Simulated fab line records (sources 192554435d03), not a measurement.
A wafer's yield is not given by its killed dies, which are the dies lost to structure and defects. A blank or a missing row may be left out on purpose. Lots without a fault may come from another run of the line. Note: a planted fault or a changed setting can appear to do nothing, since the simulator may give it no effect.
Chamber matching | flow n5Finfet | 4 sister chambers for N5_BEOL_M5_DESCUM_16 on rieDiel-04
The step chemistry O2, time 7 s. 4 wafers are shown with their chamber, then 12 later ones without.

== WAFERS, EACH WITH ITS CHAMBER ==
wafer  | chamber | showerheadPlenumPTorr (Torr)
L082.1 | 0       | 2.06
L082.4 | 1       | 2.05
L086.1 | 3       | 2.18
L086.4 | 2       | 2.00

== WAFERS MISSING THEIR CHAMBER ==
wafer  | showerheadPlenumPTorr (Torr)
L089.2 | 2.18
L089.3 | 2.05
L089.5 | 2.05
L091.2 | 2.05
L091.5 | 2.18
L091.6 | 2.00
L095.1 | 2.17
L095.4 | 2.04
L095.6 | 2.17
L096.2 | 2.00
L096.3 | 2.04
L096.4 | 2.17

== WHICH CHAMBER EACH WENT THROUGH ==
wafer  | from the rows above     | in truth
L089.2 | 3                       | 3
L089.3 | can't be placed: 1 or 0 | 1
L089.5 | can't be placed: 1 or 0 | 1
L091.2 | can't be placed: 1 or 0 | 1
L091.5 | 3                       | 3
L091.6 | 2                       | 2
L095.1 | 3                       | 3
L095.4 | can't be placed: 1 or 0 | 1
L095.6 | 3                       | 3
L096.2 | 2                       | 2
L096.3 | can't be placed: 1 or 0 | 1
L096.4 | 3                       | 3
Placed correctly: 7 of 12. Can't be placed from these rows: 5 (the true chamber is among the candidates in 5). 0 placed wrongly.
How it was worked out, from the rows above alone: a wafer's distance from a chamber is the root of the sum, over the readings, of the square of ((its reading less the chamber's mean) divided by the reading's scatter). If the next closest chamber is less than 2 further off than the closest, the wafer can't be placed; otherwise it belongs to the closest. The mean given for a chamber averages the wafers shown for that chamber. The scatter (one wafer shown for each chamber): square how far every hidden wafer sits from the nearest shown wafer, average those squares and take the square root.
